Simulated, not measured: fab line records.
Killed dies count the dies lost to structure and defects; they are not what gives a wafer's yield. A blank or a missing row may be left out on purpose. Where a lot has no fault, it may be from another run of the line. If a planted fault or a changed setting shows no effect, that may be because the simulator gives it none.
Matching of chambers | flow n5 finfet | N5_HKMG_FIN_ALD_36 on ald metal-04: 4 sister chambers
The step deposits TiN, target thk 1 nm, pulse time 1 s, purge time 3 s. 8 wafers are shown with their chamber, then 8 later ones without.

WAFERS PAIRED WITH THEIR CHAMBERS
wafer  | chamber | heater power w (W) | heater power outer w (W)
L074.6 | 3       | 723                | 439
L078.1 | 3       | 726                | 444
L083.1 | 0       | 1076               | 641
L083.5 | 2       | 961                | 559
L084.1 | 0       | 1081               | 672
L084.2 | 1       | 1001               | 602
L084.4 | 2       | 926                | 561
L089.1 | 1       | 1002               | 621

WAFERS WHOSE CHAMBER IS MISSING
wafer  | heater power w (W) | heater power outer w (W)
L089.2 | 739                | 460
L089.6 | 955                | 572
L091.3 | 985                | 582
L091.4 | 1058               | 651
L091.5 | 970                | 550
L093.3 | 965                | 564
L093.4 | 981                | 566
L093.6 | 738                | 455

THE CHAMBER EACH PASSED THROUGH
wafer  | from the rows above     | in truth
L089.2 | 3                       | 3
L089.6 | 2                       | 2
L091.3 | can't be placed: 1 or 2 | 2
L091.4 | 0                       | 0
L091.5 | 2                       | 2
L093.3 | 2                       | 2
L093.4 | can't be placed: 2 or 1 | 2
L093.6 | 3                       | 3
Correctly placed: 6 of 8. Can't be placed from these rows: 2 (the true chamber is among the candidates in 2). Wrongly placed: 0.
How it was worked out, from the rows above alone: a wafer's distance from a chamber is the root of the sum, over the readings, of the square of ((its reading less the chamber's mean) divided by the reading's scatter). The wafer belongs to the nearest chamber; if the next one is less than 2 further off, it can't be placed. For every chamber, the mean is computed from those of its wafers that are shown. How the scatter is found: for the shown wafers, subtract from each reading the mean of its chamber, square and add these, divide the total by (wafers less chambers), then take the root.
